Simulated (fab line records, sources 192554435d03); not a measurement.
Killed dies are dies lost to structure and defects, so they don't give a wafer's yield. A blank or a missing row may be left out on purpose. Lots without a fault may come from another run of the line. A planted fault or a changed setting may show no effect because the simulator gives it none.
Split-lot experiment | flow n5_finfet | 7 lots, 21 wafers read, on a route of 1938 steps

THE SPLIT
At N5_ZERO_LAYER_PECVD_02 (deposits SiO2 from SiH4/N2O, target thk 10 nm, time 6 s), the setting time_s was moved away from the recipe's 6 s on 5 of the 21 wafers read, by -12.8% to +11.7%. The other wafers ran this setting at the recipe's value.

The reading is taken at the split's own step.

THE READING
SiO2_of_ZERO_LAYER_PECVD_02.thk_nm (the simulator's own value, which no gauge read), in nm, at N5_ZERO_LAYER_PECVD_02 (deposits SiO2 from SiH4/N2O, target thk 10 nm, time 6 s). The file gives no usual value for it. The 16 wafers here that ran the recipe average 10.005 nm, standard deviation 0.18 nm.

wafer  | tool, chamber at the split | time_s as run, s | against the recipe | SiO2_of_ZERO_LAYER_PECVD_02.thk_nm, nm | against lot-mates on the recipe
L076.1 | pecvd-02, 0                | 6.701            | +11.7%             | 11.12                                  | +1.070
L076.2 | pecvd-02, 1                | 6                | recipe             | 10.05                                  | -
L076.5 | pecvd-02, 0                | 6.701            | +11.7%             | 11.41                                  | +1.360
L077.3 | pecvd-03, 0                | 5.229            | -12.8%             | 8.64                                   | -1.565
L077.4 | pecvd-03, 0                | 6                | recipe             | 10.1                                   | -
L077.6 | pecvd-03, 2                | 6                | recipe             | 10.31                                  | -
L082.2 | pecvd-02, 1                | 6.647            | +10.8%             | 11                                     | +0.880
L082.4 | pecvd-02, 2                | 6                | recipe             | 10.12                                  | -
L082.5 | pecvd-02, 0                | 6.647            | +10.8%             | 11.18                                  | +1.060
L084.1 | pecvd-03, 2                | 6                | recipe             | 9.833                                  | -
L084.3 | pecvd-03, 0                | 6                | recipe             | 9.91                                   | -
L084.4 | pecvd-03, 1                | 6                | recipe             | 10.14                                  | -
L085.1 | pecvd-03, 0                | 6                | recipe             | 9.946                                  | -
L085.4 | pecvd-03, 0                | 6                | recipe             | 10.19                                  | -
L085.5 | pecvd-03, 1                | 6                | recipe             | 10.26                                  | -
L096.2 | pecvd-01, 1                | 6                | recipe             | 9.645                                  | -
L096.5 | pecvd-01, 1                | 6                | recipe             | 9.742                                  | -
L096.6 | pecvd-01, 0                | 6                | recipe             | 9.863                                  | -
L097.1 | pecvd-03, 0                | 6                | recipe             | 9.826                                  | -
L097.3 | pecvd-03, 1                | 6                | recipe             | 10.03                                  | -
L097.4 | pecvd-03, 2                | 6                | recipe             | 10.12                                  | -

THE FIT
A straight line over all 21 wafers: SiO2_of_ZERO_LAYER_PECVD_02.thk_nm changes by +0.105 nm for each +1% of time_s; r = +0.96; the points scatter about the line by 0.18 nm.
The same after taking each lot's own level away (the mean of its wafers on the recipe; 21 wafers): +0.105 nm for each +1%; r = +0.98; scatter 0.13 nm.
On that fit, the largest move of time_s shifts the reading by 1.3 nm.
The lots' own levels span 9.7500 to 10.2050 nm, that is 2.5 times the standard deviation above.
So the lot-to-lot level changes the slope little: the two slopes agree.
Check: with one of the wafers moved furthest among these (-12.8%) left out of the fit, the line predicts -1.26 nm for it against its lot-mates. It came out at -1.56 nm against them.

THE FILE'S OWN FIT
SiO2_of_ZERO_LAYER_PECVD_02.thk_nm changes by +0.107 nm for each +1% of time_s, r = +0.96.
